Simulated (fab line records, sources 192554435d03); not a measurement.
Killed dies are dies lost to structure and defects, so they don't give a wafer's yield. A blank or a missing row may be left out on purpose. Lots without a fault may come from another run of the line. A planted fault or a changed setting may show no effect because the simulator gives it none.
Problem report in the 8D (eight disciplines) form, filled by code | flow n5_finfet | the parts of the form that need people (team, actions taken, sign-off) are left out

1. THE PROBLEM
spin_speed_rpm at N5_BEOL_M3_COAT_67 reads a mean of 1288.8 rpm on 6 wafers of 2 lots; wafers without a fault read 1500.1 rpm with a standard deviation of 1.2. That is -99 or more standard deviations from the usual mean.
The step: time 60 s, resist thk 60 nm.
First seen on wafer L751.1, day 9 02:14, on litho_track-04. The record holds 12 wafers of 4 lots with a number at this step. Rule for "out", or "out of limits": more than 4 standard deviations from the usual mean. The other wafers with a number count as sound.

2. WHAT IT IS AND WHAT IT IS NOT
question                    | is                     | is not
which readings at this step | spin_speed_rpm         | -
which lots                  | L751, L752             | L749, L767
which wafers of those lots  | all that have a number | -
read on which tools         | litho_track-04         | litho_track-02
when                        | from day 9 02:14       | up to then (3 sound wafers); but 3 sound wafers of L767 came after

3. SUSPECTS, AND WHAT RULES EACH OUT
Counting: a tool at a process step up to the reading stays a suspect if it ran every lot that is out and no sound lot after the first of them.
- litho_track-04 at N5_BEOL_M3_COAT_67 (time 60 s, resist thk 60 nm): kept. It ran every lot that is out, first L751 (day 9 02:14), and no sound lot after that; its last sound lot up to then is L749 (day 8 04:12). Its own readings are out on those wafers: spin_speed_rpm.
Left after counting: litho_track-04 at N5_BEOL_M3_COAT_67.

4. THE CAUSE (what the simulator had put in)
Process parameter drift: litho_track-04, from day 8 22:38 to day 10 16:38, at N5_BEOL_M3_COAT_67. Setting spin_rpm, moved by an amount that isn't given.
Counting left only this tool.

5. THE CHAIN OF EFFECTS, in route order
Each row: a reading whose mean over the struck wafers that have a number lies more than 3 standard deviations from the usual. Only readings for which the record gives a usual standard deviation are gone through. hours: the time from each lot's start at the first step in this table that gives one to its start at this step, as a median over the lots. sigmas: the change in usual standard deviations.
hours | step               | reading        | usual      | on struck wafers | change | sigmas
0     | N5_BEOL_M3_COAT_67 | spin_speed_rpm | 1500.1 rpm | 1288.8           | -211.3 | -99 or more
The process steps in it:
- N5_BEOL_M3_COAT_67: time 60 s, resist thk 60 nm.
Later measuring or inspecting steps at which every struck wafer that the step has a row for has a number for every such reading, and none has moved that far: N5_BEOL_M4_RC_MEAS_101.

6. WHAT WOULD HAVE CAUGHT IT SOONER
In this record the first reading out of limits was taken at day 9 02:14, 4 hours after the fault began at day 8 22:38.
